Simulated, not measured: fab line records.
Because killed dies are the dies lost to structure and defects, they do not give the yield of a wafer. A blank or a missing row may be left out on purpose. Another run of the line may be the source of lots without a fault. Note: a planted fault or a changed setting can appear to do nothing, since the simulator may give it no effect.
Lot-split experiment    flow n5_finfet    route with 1938 steps; 7 lots, 39 wafers read

THE SPLIT ITSELF
At N5_BEOL_M11_ILD_DEP_00 (deposits SiCOH lowk from DEMS/porogen, target thk 308.51 nm, time 58 s), the setting time_s was moved away from the recipe's 58 s on 12 of the 39 wafers read, by -37.0% to +35.9%. The other wafers ran this setting at the recipe's value.

FROM THE SPLIT TO THE READING: what the file shows between them, 1 step
- N5_BEOL_M11_CURE_71: cures SiCOH lowk, time 240 s

THE READING
M11_ILD_THK in nanometres, read at N5_BEOL_M11_THK_MEAS_01. Typical for fault-free wafers on this fab line: 267 nm, with standard deviation 4 nm.

wafer   tool, chamber at the split  time_s as run, s  against the recipe  M11_ILD_THK, nm  against lot-mates on the recipe
L074.1  pecvd-01, 0                 78.84             +35.9%              362              +92
L074.2  pecvd-01, 2                 58                recipe              268              -
L074.3  pecvd-01, 1                 58                recipe              271              -
L074.4  pecvd-01, 2                 58                recipe              272              -
L074.5  pecvd-01, 0                 78.84             +35.9%              366              +96
L074.6  pecvd-01, 1                 78.84             +35.9%              368              +98
L081.1  pecvd-02, 1                 36.56             -37.0%              170              -95
L081.2  pecvd-02, 0                 58                recipe              264              -
L081.3  pecvd-02, 2                 58                recipe              264              -
L081.4  pecvd-02, 1                 36.56             -37.0%              173              -92
L081.5  pecvd-02, 0                 36.56             -37.0%              170              -95
L081.6  pecvd-02, 2                 58                recipe              268              -
L082.1  pecvd-04, 1,0               58                recipe              262              -
L082.2  pecvd-04, 1,0               58                recipe              262              -
L082.3  pecvd-04, 2                 58                recipe              261              -
L082.4  pecvd-04, 0                 58                recipe              268              -
L082.5  pecvd-04, 2                 58                recipe              267              -
L082.6  pecvd-04, 1                 58                recipe              266              -
L085.1  pecvd-04, 0                 58                recipe              262              -
L085.2  pecvd-04, 2                 58                recipe              262              -
L085.3  pecvd-04, 1                 58                recipe              264              -
L085.4  pecvd-04, 0                 69.61             +20.0%              320              +57
L085.5  pecvd-04, 1                 69.61             +20.0%              321              +58
L085.6  pecvd-04, 2                 69.61             +20.0%              319              +56
L089.1  pecvd-04, 2                 58                recipe              261              -
L089.2  pecvd-04, 1                 73.85             +27.3%              330              +66
L089.3  pecvd-04, 0                 73.85             +27.3%              330              +66
L089.4  pecvd-04, 0                 73.85             +27.3%              338              +74
L089.5  pecvd-04, 2                 58                recipe              264              -
L089.6  pecvd-04, 1                 58                recipe              266              -
L092.1  pecvd-04, 1                 58                recipe              262              -
L092.2  pecvd-04, 0                 58                recipe              263              -
L092.3  pecvd-04, 2                 58                recipe              265              -
L093.1  pecvd-01, 0                 58                recipe              272              -
L093.2  pecvd-01, 2                 58                recipe              271              -
L093.3  pecvd-01, 1                 58                recipe              268              -
L093.4  pecvd-01, 0                 58                recipe              276              -
L093.5  pecvd-01, 1                 58                recipe              273              -
L093.6  pecvd-01, 2                 58                recipe              273              -
The file does not say which wafer passed through which chamber wherever a row lists several chambers: such a row stands for several wafers.

FIT RESULTS
A straight line over all 39 wafers: M11_ILD_THK changes by +2.62 nm for each +1% of time_s; r = +1.00; the points scatter about the line by 4.4 nm.
The same after taking each lot's own level away (the mean of its wafers on the recipe; 39 wafers): +2.6 nm for each +1%; r = +1.00; scatter 2.8 nm.
The reading moves by 96 nm for the largest change in time_s, on that fit.
The span of the lots' own levels, 262.7 to 272.2 nm, comes to 2.4 times the standard deviation stated above.
The two slopes are in agreement: the lot-to-lot level therefore moves the slope only a little.
Check: for one of the wafers moved furthest among these (-37.0%), held out of the fit, the line's prediction against its lot-mates is -95.9 nm. Against them it came out at -95.3 nm.

OTHER SPLITS ON THESE WAFERS
These wafers also went through other splits before the reading. Each is held against what the fit with the lots' levels taken away leaves over:
other split on the same wafers      wafers away from the commonest value  r with M11_ILD_THK (lot level and that fit taken away)
N5_HKMG_FIN_ALD_91 ald_cycles       18                                    +0.19
N5_MOL_CONTACT_COAG_ETCH_91 time_s  12                                    -0.08
N5_BEOL_M1_TRENCH_ETCH_37 time_s    15                                    +0.01
N5_BEOL_M4_ETCH_70 time_s           9                                     -0.10
N5_BEOL_M7_CVD_78 target_thk_a      18                                    +0.19

THE WHOLE CHAIN: every reading that the file lists as answering this split, in the file's order
step                     what it does                                                            reading                                                                                    change (the file's fit)               r (the file's)
N5_BEOL_M11_ILD_DEP_00   deposits SiCOH lowk from DEMS/porogen, target thk 308.51 nm, time 58 s  SiCOH_lowk_of_BEOL_M11_ILD_DEP_00.thk_nm (the simulator's own value, which no gauge read)  +2.95 nm for each +1% of the setting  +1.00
N5_BEOL_M11_CURE_71      cures SiCOH lowk, time 240 s                                            SiCOH_lowk_of_BEOL_M11_ILD_DEP_00.thk_nm (the simulator's own value, which no gauge read)  +2.61 nm for each +1% of the setting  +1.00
N5_BEOL_M11_THK_MEAS_01                                                                          M11_ILD_THK                                                                                +2.61 for each +1% of the setting     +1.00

THE FILE'S OWN FIT
M11_ILD_THK changes by +2.61 nm for each +1% of time_s, r = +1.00.
